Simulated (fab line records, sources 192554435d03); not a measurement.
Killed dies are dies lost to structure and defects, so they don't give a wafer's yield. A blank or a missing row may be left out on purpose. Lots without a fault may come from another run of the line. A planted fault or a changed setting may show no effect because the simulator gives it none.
fab line records | flow n5_finfet
record lots=24 wafers=72 last_day=18
route steps=1938 shown ZERO_LAYER@19 WELL_APT@28 PMOS_HMC_CHANNEL_EPI@70 FIN_SAQP@95
lots that met no fault: from a run of the same line without faults
start_h: hours from the record's first day to the start of the lot's first wafer shown | wait_h: hours since the lot's step before | " the same as in the row above | L1.1+2: a row that stands for several wafers | - no value, or no start given | * or withheld: withheld | < > ~ a bound
route shown NAME@n: a module of which the file shows steps, and the number in the route of the first | usual: mean/standard deviation of fault-free wafers | same: alike in all rows | chamber/n: place in a boat | sites: the reading at each site | _std_site: their standard deviation | _edge_site: outer sites' mean less inner sites' | radius_mm: how far each site lies from the wafer's centre | mask NAME#n: copy n | behind: the tool/chamber that last shaped the wafer | hold: why the lot was held/for how many hours/how that ended | device: the transistor (n, p or np) that didn't switch | end of line: the same wafers' tests at the end of the route | a step without rows: its recipe alone | killed: dies lost to structure and defects at the first sort, not the wafer's yield | map: a wafer's dies, x killed, . not, _ none there
set.NAME: the setting as run; set.NAME@STEP: as run at that earlier step | model.NAME: the simulator's own value behind a step, which no gauge read
steps of the route over a sample of lots; a table a step, a row a wafer
services: from which hour (start_h, from the record's first day; less than 0 if before it) a tool's chamber was out of use, for how many hours, and why
## steps
# step N5_ZERO_LAYER_INSPECT_20
# recipe inspect_instrument=darkfield mode=post_clean
# usual raw_defect_count=34/13
# columns lot.wafer tool chamber start_h wait_h raw_defect_count
L074.1 defect_inspect-02 - 13.25 0.0 46
L074.4 " - " " 40
L074.6 " - " " 41
L075.3 defect_inspect-01 - 19.45 0.0 24
L075.4 " - " " 18
L075.5 " - " " 23
L076.3 defect_inspect-01 - 25.26 0.0 44
L076.4 " - " " 41
L076.6 " - " " 36
L077.3 defect_inspect-01 - 31.38 0.0 40
L077.4 " - " " 27
L077.6 " - " " 25
L078.2 defect_inspect-01 - 37.41 0.0 48
L078.4 " - " " 44
L078.6 " - " " 30
L079.1 defect_inspect-01 - 43.25 0.0 48
L079.2 " - " " 27
L079.4 " - " " 45
L080.1 defect_inspect-02 - 49.65 0.0 31
L080.3 " - " " 23
L080.6 " - " " 31
L081.2 defect_inspect-02 - 55.29 0.0 30
L081.4 " - " " 20
L081.6 " - " " 22
L082.1 defect_inspect-02 - 61.40 0.0 57
L082.2 " - " " 34
L082.6 " - " " 37
L083.1 defect_inspect-02 - 67.62 0.0 23
L083.4 " - " " 31
L083.5 " - " " 37
L084.3 defect_inspect-01 - 73.49 0.0 62
L084.5 " - " " 28
L084.6 " - " " 36
L085.2 defect_inspect-01 - 79.40 0.0 22
L085.4 " - " " 20
L085.5 " - " " 13
L086.1 defect_inspect-01 - 85.39 0.0 45
L086.3 " - " " 46
L086.5 " - " " 20
L087.3 defect_inspect-02 - 91.40 0.0 35
L087.4 " - " " 31
L087.6 " - " " 47
L088.2 defect_inspect-02 - 97.38 0.0 28
L088.5 " - " " 17
L088.6 " - " " 38
L089.4 defect_inspect-01 - 103.47 0.0 24
L089.5 " - " " 14
L089.6 " - " " 29
L090.1 defect_inspect-01 - 109.57 0.0 65
L090.3 " - " " 36
L090.5 " - " " 28
L091.1 defect_inspect-02 - 115.85 0.0 32
L091.2 " - " " 18
L091.3 " - " " 32
L092.3 defect_inspect-01 - 121.41 0.0 27
L092.5 " - " " 42
L092.6 " - " " 39
L093.2 defect_inspect-01 - 127.40 0.0 41
L093.5 " - " " 42
L093.6 " - " " 56
L094.1 defect_inspect-01 - 133.73 0.0 30
L094.4 " - " " 20
L094.6 " - " " 12
L095.1 defect_inspect-01 - 139.43 0.0 40
L095.3 " - " " 31
L095.4 " - " " 71
L096.2 defect_inspect-01 - 145.71 0.0 21
L096.4 " - " " 25
L096.6 " - " " 31
L097.1 defect_inspect-01 - 151.43 0.0 25
L097.5 " - " " 29
L097.6 " - " " 35
# step N5_WELL_APT_CD_MEAS_08
# recipe target_cd_nm=200 landing_energy_ev=500 detector=se_inlens
# usual cd_nm=200.2/1.5
# same landing_energy_ev=500
# columns lot.wafer tool chamber start_h wait_h cd_nm
L074.1 cd_sem-01 0 13.56 - 200.0
L074.4 " 0 " " 199.3
L074.6 " 0 " " 200.1
L075.3 cd_sem-02 0 19.88 - 198.7
L075.4 " 0 " " 201.1
L075.5 " 0 " " 200.4
L076.3 cd_sem-02 0 25.56 - 200.2
L076.4 " 0 " " 198.8
L076.6 " 0 " " 200.0
L077.3 cd_sem-01 0 31.81 - 199.3
L077.4 " 0 " " 200.4
L077.6 " 0 " " 200.1
L078.2 cd_sem-03 0 37.83 - 201.1
L078.4 " 0 " " 200.5
L078.6 " 0 " " 198.8
L079.1 cd_sem-03 0 43.68 - 202.4
L079.2 " 0 " " 201.5
L079.4 " 0 " " 202.1
L080.1 cd_sem-01 0 50.08 - 200.0
L080.3 " 0 " " 201.3
L080.6 " 0 " " 200.3
L081.2 cd_sem-03 0 55.60 - 202.1
L081.4 " 0 " " 201.2
L081.6 " 0 " " 201.9
L082.1 cd_sem-03 0 61.71 - 199.4
L082.2 " 0 " " 198.6
L082.6 " 0 " " 200.2
L083.1 cd_sem-03 0 67.92 - 199.5
L083.4 " 0 " " 201.4
L083.5 " 0 " " 199.3
L084.3 cd_sem-03 0 73.79 - 200.4
L084.5 " 0 " " 198.6
L084.6 " 0 " " 199.1
L085.2 cd_sem-03 0 79.71 - 198.7
L085.4 " 0 " " 198.6
L085.5 " 0 " " 199.9
L086.1 cd_sem-03 0 85.70 - 198.4
L086.3 " 0 " " 198.7
L086.5 " 0 " " 199.3
L087.3 cd_sem-03 0 91.70 - 201.6
L087.4 " 0 " " 199.7
L087.6 " 0 " " 202.3
L088.2 cd_sem-02 0 97.81 - 200.1
L088.5 " 0 " " 202.9
L088.6 " 0 " " 199.4
L089.4 cd_sem-01 0 103.77 - 199.3
L089.5 " 0 " " 203.0
L089.6 " 0 " " 202.6
L090.1 cd_sem-02 0 109.87 - 198.9
L090.3 " 0 " " 202.4
L090.5 " 0 " " 201.1
L091.1 cd_sem-02 0 116.15 - 202.2
L091.2 " 0 " " 200.9
L091.3 " 0 " " 200.9
L092.3 cd_sem-01 0 121.84 - 199.1
L092.5 " 0 " " 199.2
L092.6 " 0 " " 197.2
L093.2 cd_sem-01 0 127.83 - 203.5
L093.5 " 0 " " 201.1
L093.6 " 0 " " 203.1
L094.1 cd_sem-01 0 134.04 - 199.0
L094.4 " 0 " " 198.3
L094.6 " 0 " " 198.4
L095.1 cd_sem-03 0 139.86 - 200.1
L095.3 " 0 " " 203.8
L095.4 " 0 " " 201.4
L096.2 cd_sem-03 0 146.02 - 201.6
L096.4 " 0 " " 201.0
L096.6 " 0 " " 201.9
L097.1 cd_sem-03 0 151.86 - 202.7
L097.5 " 0 " " 198.6
L097.6 " 0 " " 199.3
# step N5_WELL_APT_CD_MEAS_25
# recipe target_cd_nm=200 landing_energy_ev=500 detector=se_inlens
# usual cd_nm=200.0/2
# same landing_energy_ev=500
# columns lot.wafer tool chamber start_h wait_h cd_nm
L074.1 cd_sem-02 0 16.07 - 198.8
L074.4 " 0 " " 200.1
L074.6 " 0 " " 198.4
L075.3 cd_sem-03 0 21.11 - 201.6
L075.4 " 0 " " 201.2
L075.5 " 0 " " 198.6
L076.3 cd_sem-03 0 26.92 - 201.6
L076.4 " 0 " " 202.8
L076.6 " 0 " " 201.0
L077.3 cd_sem-02 0 32.93 - 199.8
L077.4 " 0 " " 200.3
L077.6 " 0 " " 202.1
L078.2 cd_sem-02 0 38.96 - 201.4
L078.4 " 0 " " 196.6
L078.6 " 0 " " 199.2
L079.1 cd_sem-03 0 44.93 - 204.0
L079.2 " 0 " " 201.2
L079.4 " 0 " " 203.4
L080.1 cd_sem-03 0 51.32 - 198.0
L080.3 " 0 " " 199.6
L080.6 " 0 " " 198.6
L081.2 cd_sem-03 0 56.85 - 201.7
L081.4 " 0 " " 200.8
L081.6 " 0 " " 201.8
L082.1 cd_sem-02 0 62.95 - 199.6
L082.2 " 0 " " 197.3
L082.6 " 0 " " 202.4
L083.1 cd_sem-01 0 69.17 - 198.8
L083.4 " 0 " " 203.3
L083.5 " 0 " " 199.1
L084.3 cd_sem-02 0 74.93 - 198.5
L084.5 " 0 " " 198.2
L084.6 " 0 " " 198.1
L085.2 cd_sem-01 0 81.38 - 197.8
L085.4 " 0 " " 202.4
L085.5 " 0 " " 199.9
L086.1 cd_sem-03 0 86.82 - 197.7
L086.3 " 0 " " 201.2
L086.5 " 0 " " 196.7
L087.3 cd_sem-02 0 92.95 - 198.4
L087.4 " 0 " " 197.2
L087.6 " 0 " " 202.1
L088.2 cd_sem-01 0 99.08 - 201.1
L088.5 " 0 " " 200.6
L088.6 " 0 " " 199.2
L089.4 cd_sem-03 0 105.15 - 201.5
L089.5 " 0 " " 201.4
L089.6 " 0 " " 200.2
L090.1 cd_sem-02 0 111.11 - 201.0
L090.3 " 0 " " 198.0
L090.5 " 0 " " 205.8
L091.1 cd_sem-02 0 117.81 - 198.4
L091.2 " 0 " " 203.7
L091.3 " 0 " " 201.2
L092.3 cd_sem-02 0 122.99 - 197.8
L092.5 " 0 " " 199.8
L092.6 " 0 " " 200.0
L093.2 cd_sem-03 0 129.49 - 201.3
L093.5 " 0 " " 199.8
L093.6 " 0 " " 200.6
L094.1 cd_sem-02 0 135.17 - 199.1
L094.4 " 0 " " 197.5
L094.6 " 0 " " 195.5
L095.1 cd_sem-03 0 141.08 - 201.5
L095.3 " 0 " " 202.9
L095.4 " 0 " " 200.1
L096.2 cd_sem-03 0 147.26 - 203.3
L096.4 " 0 " " 201.6
L096.6 " 0 " " 202.5
L097.1 cd_sem-03 0 154.44 - 200.6
L097.5 " 0 " " 199.9
L097.6 " 0 " " 195.4
# step N5_PMOS_HMC_CHANNEL_EPI_HM_OPEN_15
# recipe chemistry=CHF3/O2 target=SiO2 mask_material=CAR-ArF-block target_depth_a=406 CHF3_flow_sccm=50 O2_flow_sccm=5 Ar_flow_sccm=200 time_s=20.3 pressure_mtorr=30 source_w=650 bias_w=170 ion_energy_ev=200
# usual drypump_motor_current_A=5.8/0.68 oes_product_au=0.80/0.07 rf_vpp_V=522/12 showerhead_plenum_p_Torr=2.40/0.061 throttle_valve_pct=18.75/0.17
# columns lot.wafer tool chamber start_h wait_h drypump_motor_current_A oes_product_au rf_hours_counter_h rf_vpp_V showerhead_plenum_p_Torr throttle_valve_pct
L074.1 rie_diel-03 0 18.54 0.0 6.4 0.85 48 523 2.43 18.53
L074.4 " 3 " " 6.5 0.76 156 510 2.39 18.78
L074.6 " 2 " " 6.6 0.79 - 500 2.32 18.87
L075.3 rie_diel-03 0 23.45 0.0 6.4 0.84 49 524 2.43 18.55
L075.4 " 2 " " 6.6 0.80 125 502 2.32 18.87
L075.5 " 0 " " 6.4 0.85 - 521 2.43 18.54
L076.3 rie_diel-04 0 29.29 0.0 5.4 0.75 146 539 2.49 18.65
L076.4 " 3 " " 6.7 0.91 17 541 2.36 18.67
L076.6 " 1 " " 4.7 0.79 - 530 2.52 18.65
L077.3 rie_diel-01 1 35.60 0.0 4.9 0.74 157 531 2.31 18.87
L077.4 " 0 " " 5.6 0.86 - 524 2.45 18.92
L077.6 " 2 " " 5.2 0.75 - 532 2.43 18.59
L078.2 rie_diel-03 3 41.75 0.0 6.5 0.77 163 508 2.38 18.78
L078.4 " 0 " " 6.4 0.85 55 521 2.42 18.56
L078.6 " 2 " " 6.6 0.79 - 499 2.32 18.87
L079.1 rie_diel-01 1 47.42 0.0 4.9 0.73 160 531 2.31 18.88
L079.2 " 3 " " 6.5 0.97 2 514 2.38 18.76
L079.4 " 0 " " 5.6 0.85 81 523 2.45 18.95
L080.1 rie_diel-04 0 53.89 0.0 5.4 0.74 153 539 2.49 18.66
L080.3 " 1 " " 4.7 0.77 117 532 2.52 18.67
L080.6 " 1 " " 4.7 0.78 - 533 2.52 18.67
L081.2 rie_diel-04 3 59.54 0.0 6.7 0.89 27 540 2.36 18.67
L081.4 " 0 " " 5.4 0.75 155 539 2.49 18.69
L081.6 " 3 " " 6.7 0.89 - 540 2.36 18.68
L082.1 rie_diel-01 1 65.18 0.0 4.9 0.74 166 531 2.31 18.88
L082.2 " 3 " " 6.4 0.94 8 512 2.38 18.77
L082.6 " 3 " " 6.4 0.94 - 513 2.38 18.77
L083.1 rie_diel-01 0 71.64 0.0 5.6 0.83 89 524 2.45 18.95
L083.4 " 2 " " 5.2 0.74 128 531 2.43 18.61
L083.5 " 2 " " 5.2 0.74 - 531 2.43 18.60
L084.3 rie_diel-01 1 77.31 0.0 4.8 0.72 169 532 2.31 18.90
L084.5 " 3 " " 6.4 0.92 - 511 2.38 18.78
L084.6 " 0 " " 5.6 0.83 - 523 2.45 18.96
L085.2 rie_diel-01 3 84.21 0.0 6.4 0.93 14 512 2.38 18.78
L085.4 " 0 " " 5.6 0.84 93 522 2.44 18.94
L085.5 " 1 " " 4.9 0.72 - 531 2.31 18.91
L086.1 rie_diel-03 0 89.31 0.0 6.4 0.83 64 521 2.42 18.56
L086.3 " 2 " " 6.6 0.77 148 500 2.31 18.91
L086.5 " 3 " " 6.4 0.75 - 508 2.38 18.81
L087.3 rie_diel-01 0 95.99 0.0 5.6 0.83 96 524 2.44 18.96
L087.4 " 1 " " 4.9 0.72 173 530 2.31 18.91
L087.6 " 1 " " 4.9 0.72 - 531 2.31 18.90
L088.2 rie_diel-01 0 101.79 0.0 5.6 0.83 98 523 2.44 18.96
L088.5 " 3 " " 6.4 0.92 - 512 2.38 18.80
L088.6 " 2 " " 5.2 0.74 - 532 2.43 18.63
L089.4 rie_diel-03 0 107.76 0.0 6.4 0.82 69 522 2.42 18.57
L089.5 " 1 " " 5.4 0.88 - 515 2.46 18.40
L089.6 " 2 " " 6.6 0.77 - 499 2.31 18.93
L090.1 rie_diel-01 1 113.72 0.0 4.9 0.71 178 531 2.31 18.90
L090.3 " 3 " " 6.5 0.89 21 512 2.37 18.79
L090.5 " 1 " " 4.9 0.72 - 530 2.30 18.91
L091.1 rie_diel-04 3 120.55 0.0 6.7 0.86 42 540 2.35 18.68
L091.2 " 0 " " 5.4 0.74 172 536 2.48 18.72
L091.3 " 1 " " 4.7 0.77 137 531 2.51 18.71
L092.3 rie_diel-03 2 125.34 0.0 6.6 0.77 159 500 2.31 18.93
L092.5 " 2 " " 6.7 0.77 - 499 2.31 18.92
L092.6 " 3 " " 6.5 0.74 - 509 2.37 18.84
L093.2 rie_diel-01 3 131.92 0.0 6.4 0.89 27 511 2.37 18.81
L093.5 " 1 " " 4.9 0.72 - 530 2.30 18.93
L093.6 " 0 " " 5.6 0.82 - 523 2.44 18.98
L094.1 rie_diel-01 2 137.76 0.0 5.2 0.72 146 533 2.42 18.62
L094.4 " 0 " " 5.6 0.80 - 523 2.44 18.99
L094.6 " 2 " " 5.2 0.73 - 530 2.42 18.65
L095.1 rie_diel-03 0 143.90 0.0 6.4 0.80 80 522 2.41 18.59
L095.3 " 2 " " 6.6 0.76 165 500 2.31 18.95
L095.4 " 1 " " 5.3 0.85 34 515 2.46 18.40
L096.2 rie_diel-03 0 150.35 0.0 6.4 0.80 81 521 2.41 18.59
L096.4 " 2 " " 6.6 0.76 166 499 2.30 18.95
L096.6 " 0 " " 6.4 0.80 - 522 2.41 18.60
L097.1 rie_diel-03 0 158.57 0.0 6.4 0.80 83 521 2.41 18.58
L097.5 " 1 " " 5.4 0.86 - 515 2.46 18.39
L097.6 " 0 " " 6.4 0.79 - 522 2.41 18.58
# step N5_FIN_SAQP_DENSIFY_62
# recipe temp_c=700 time_s=60 ambient=N2 idle_temp_c=600 ramp_up_c_per_s=150 ramp_down_c_per_s=60 cool_to_c=600
# usual lamp_power_pct=9.85/0.05 lamp_zone_3_pct=9.846/0.01 lamp_zone_7_pct=10.266/0.012 wafer_temp_C_max=703.3/0.61
# columns lot.wafer tool chamber start_h wait_h lamp_power_pct lamp_zone_3_pct lamp_zone_7_pct wafer_temp_C_max
L074.1 rtp_anneal-01 0 21.59 0.1 9.73 9.841 10.261 702.5
L074.4 " 0 " " 9.84 9.844 10.281 703.1
L074.6 " 0 " " 9.88 9.857 10.263 702.9
L075.3 rtp_anneal-01 0 26.50 0.2 9.93 9.845 10.255 702.5
L075.4 " 0 " " 9.86 9.850 10.271 703.3
L075.5 " 0 " " 9.90 9.854 10.246 703.5
L076.3 rtp_anneal-01 0 33.98 0.3 9.81 9.831 10.269 703.3
L076.4 " 0 " " 9.86 9.847 10.281 702.6
L076.6 " 0 " " 9.80 9.853 10.269 703.5
L077.3 rtp_anneal-02 0 38.73 0.3 9.88 9.849 10.262 703.1
L077.4 " 0 " " 9.92 9.840 10.275 703.8
L077.6 " 0 " " 9.75 9.857 10.277 702.6
L078.2 rtp_anneal-02 0 45.34 0.1 9.78 9.828 10.249 704.3
L078.4 " 0 " " 9.80 9.838 10.267 703.8
L078.6 " 0 " " 9.89 9.845 10.248 703.3
L079.1 rtp_anneal-02 0 50.63 0.3 9.75 9.857 10.285 703.5
L079.2 " 0 " " 9.87 9.852 10.258 703.9
L079.4 " 0 " " 9.83 9.845 10.260 703.2
L080.1 rtp_anneal-02 0 56.90 0.1 9.76 9.844 10.257 703.2
L080.3 " 0 " " 9.87 9.856 10.274 703.8
L080.6 " 0 " " 9.86 9.862 10.282 703.3
L081.2 rtp_anneal-01 0 62.58 0.1 9.81 9.848 10.281 703.2
L081.4 " 0 " " 9.92 9.831 10.266 703.3
L081.6 " 0 " " 9.91 9.855 10.247 703.9
L082.1 rtp_anneal-01 0 69.62 0.1 9.95 9.831 10.281 702.8
L082.2 " 0 " " 9.84 9.865 10.264 703.3
L082.6 " 0 " " 9.84 9.829 10.258 704.1
L083.1 rtp_anneal-01 0 74.75 0.2 9.80 9.847 10.274 702.5
L083.4 " 0 " " 9.81 9.856 10.251 702.7
L083.5 " 0 " " 9.93 9.837 10.256 703.2
L084.3 rtp_anneal-01 0 80.37 0.2 9.79 9.836 10.288 702.7
L084.5 " 0 " " 9.89 9.839 10.256 703.4
L084.6 " 0 " " 9.81 9.842 10.268 702.8
L085.2 rtp_anneal-02 0 87.76 0.2 9.85 9.845 10.258 702.3
L085.4 " 0 " " 9.84 9.852 10.278 703.3
L085.5 " 0 " " 9.81 9.838 10.251 701.4
L086.1 rtp_anneal-02 0 93.49 0.1 9.82 9.845 10.275 703.0
L086.3 " 0 " " 9.83 9.849 10.264 703.1
L086.5 " 0 " " 9.88 9.834 10.264 702.8
L087.3 rtp_anneal-01 0 99.65 0.3 9.87 9.838 10.283 704.0
L087.4 " 0 " " 9.78 9.857 10.284 703.2
L087.6 " 0 " " 9.86 9.827 10.249 703.3
L088.2 rtp_anneal-01 0 105.18 0.2 9.75 9.841 10.269 703.6
L088.5 " 0 " " 9.83 9.834 10.268 703.9
L088.6 " 0 " " 9.88 9.865 10.262 702.9
L089.4 rtp_anneal-01 0 111.34 0.2 9.87 9.849 10.259 703.6
L089.5 " 0 " " 9.88 9.851 10.262 703.5
L089.6 " 0 " " 9.85 9.845 10.259 702.5
L090.1 rtp_anneal-02 0 117.23 0.1 9.88 9.830 10.266 703.9
L090.3 " 0 " " 9.85 9.836 10.257 702.8
L090.5 " 0 " " 9.86 9.838 10.286 702.9
L091.1 rtp_anneal-01 0 123.96 0.1 9.81 9.851 10.260 702.5
L091.2 " 0 " " 9.81 9.837 10.259 703.3
L091.3 " 0 " " 9.87 9.841 10.268 703.1
L092.3 rtp_anneal-02 0 128.89 0.2 9.90 9.858 10.275 703.4
L092.5 " 0 " " 9.81 9.827 10.291 703.3
L092.6 " 0 " " 9.86 9.865 10.257 703.0
L093.2 rtp_anneal-01 0 136.28 0.1 9.87 9.849 10.272 702.9
L093.5 " 0 " " 9.78 9.858 10.288 704.6
L093.6 " 0 " " 9.74 9.840 10.262 703.2
L094.1 rtp_anneal-01 0 141.25 0.1 9.78 9.846 10.260 703.5
L094.4 " 0 " " 9.84 9.835 10.270 703.0
L094.6 " 0 " " 9.92 9.835 10.256 702.3
L095.1 rtp_anneal-02 0 148.27 0.1 9.85 9.845 10.268 702.2
L095.3 " 0 " " 9.94 9.837 10.267 704.9
L095.4 " 0 " " 9.88 9.863 10.285 703.5
L096.2 rtp_anneal-01 0 155.24 0.2 9.82 9.841 10.280 703.2
L096.4 " 0 " " 9.82 9.844 10.245 702.7
L096.6 " 0 " " 9.85 9.854 10.268 703.7
L097.1 rtp_anneal-02 0 161.94 0.2 9.85 9.833 10.267 703.2
L097.5 " 0 " " 9.95 9.855 10.275 703.4
L097.6 " 0 " " 9.83 9.863 10.281 702.7
# step N5_FIN_SAQP_THK_MEAS_07
# usual thk_nm=59.8/0.68
# columns lot.wafer tool chamber start_h wait_h thk_nm
L074.1 film_metro-02 - 22.19 0.1 59.3
L074.4 " - " " 59.9
L074.6 " - " " 61.0
L075.3 film_metro-02 - 26.97 0.1 59.3
L075.4 " - " " 60.4
L075.5 " - " " 60.5
L076.3 film_metro-02 - 34.52 0.1 59.6
L076.4 " - " " 59.9
L076.6 " - " " 59.4
L077.3 film_metro-01 - 39.21 0.1 59.9
L077.4 " - " " 60.9
L077.6 " - " " 59.9
L078.2 film_metro-01 - 45.86 0.1 59.4
L078.4 " - " " 60.0
L078.6 " - " " 60.2
L079.1 film_metro-01 - 51.13 0.1 58.6
L079.2 " - " " 59.0
L079.4 " - " " 60.2
L080.1 film_metro-01 - 57.41 0.1 59.3
L080.3 " - " " 59.4
L080.6 " - " " 60.4
L081.2 film_metro-02 - 63.06 0.1 59.9
L081.4 " - " " 60.5
L081.6 " - " " 60.1
L082.1 film_metro-01 - 70.12 0.1 59.8
L082.2 " - " " 60.0
L082.6 " - " " 61.1
L083.1 film_metro-02 - 75.28 0.1 59.3
L083.4 " - " " 60.3
L083.5 " - " " 59.4
L084.3 film_metro-02 - 80.82 0.1 58.6
L084.5 " - " " 58.9
L084.6 " - " " 59.8
L085.2 film_metro-02 - 88.24 0.1 59.1
L085.4 " - " " 59.6
L085.5 " - " " 60.6
L086.1 film_metro-01 - 94.00 0.1 60.1
L086.3 " - " " 59.3
L086.5 " - " " 60.4
L087.3 film_metro-02 - 100.10 0.1 59.6
L087.4 " - " " 60.5
L087.6 " - " " 60.7
L088.2 film_metro-01 - 105.68 0.1 59.2
L088.5 " - " " 59.5
L088.6 " - " " 59.7
L089.4 film_metro-01 - 111.76 0.0 59.2
L089.5 " - " " 59.7
L089.6 " - " " 60.5
L090.1 film_metro-02 - 117.78 0.1 59.6
L090.3 " - " " 58.7
L090.5 " - " " 60.4
L091.1 film_metro-02 - 124.54 0.1 59.8
L091.2 " - " " 59.2
L091.3 " - " " 59.7
L092.3 film_metro-01 - 129.37 0.1 59.0
L092.5 " - " " 59.6
L092.6 " - " " 60.0
L093.2 film_metro-01 - 136.76 0.1 59.0
L093.5 " - " " 60.0
L093.6 " - " " 59.7
L094.1 film_metro-01 - 141.76 0.1 58.6
L094.4 " - " " 60.0
L094.6 " - " " 59.7
L095.1 film_metro-01 - 148.79 0.1 60.3
L095.3 " - " " 60.3
L095.4 " - " " 61.1
L096.2 film_metro-01 - 155.72 0.1 60.0
L096.4 " - " " 60.4
L096.6 " - " " 60.4
L097.1 film_metro-01 - 162.46 0.1 59.4
L097.5 " - " " 60.9
L097.6 " - " " 59.9
## services
# columns tool chamber start_h hours kind
rie_diel-01 0 19.89 2.4 repair
rie_diel-01 3 25.31 - clean
rie_diel-01 3 25.31 - consumable_replace:focus_ring
rie_diel-01 3 25.31 13.4 scheduled_down
rie_diel-01 3 25.31 13.4 vent_cycle
rie_diel-03 1 28.13 - clean
rie_diel-03 1 28.13 - consumable_replace:focus_ring
rie_diel-03 1 28.13 10.5 scheduled_down
rie_diel-03 1 28.13 10.5 vent_cycle
rie_diel-03 0 65.90 7.4 repair
rie_diel-03 0 79.78 8.1 repair
rie_diel-04 2 118.16 - clean
rie_diel-04 2 118.16 - consumable_replace:focus_ring
rie_diel-04 2 118.16 20.2 scheduled_down
rie_diel-04 2 118.16 20.2 vent_cycle
rie_diel-01 1 136.98 6.2 repair
rie_diel-04 3 157.82 7.7 repair
rie_diel-01 3 159.74 5.1 repair
## key
fault none
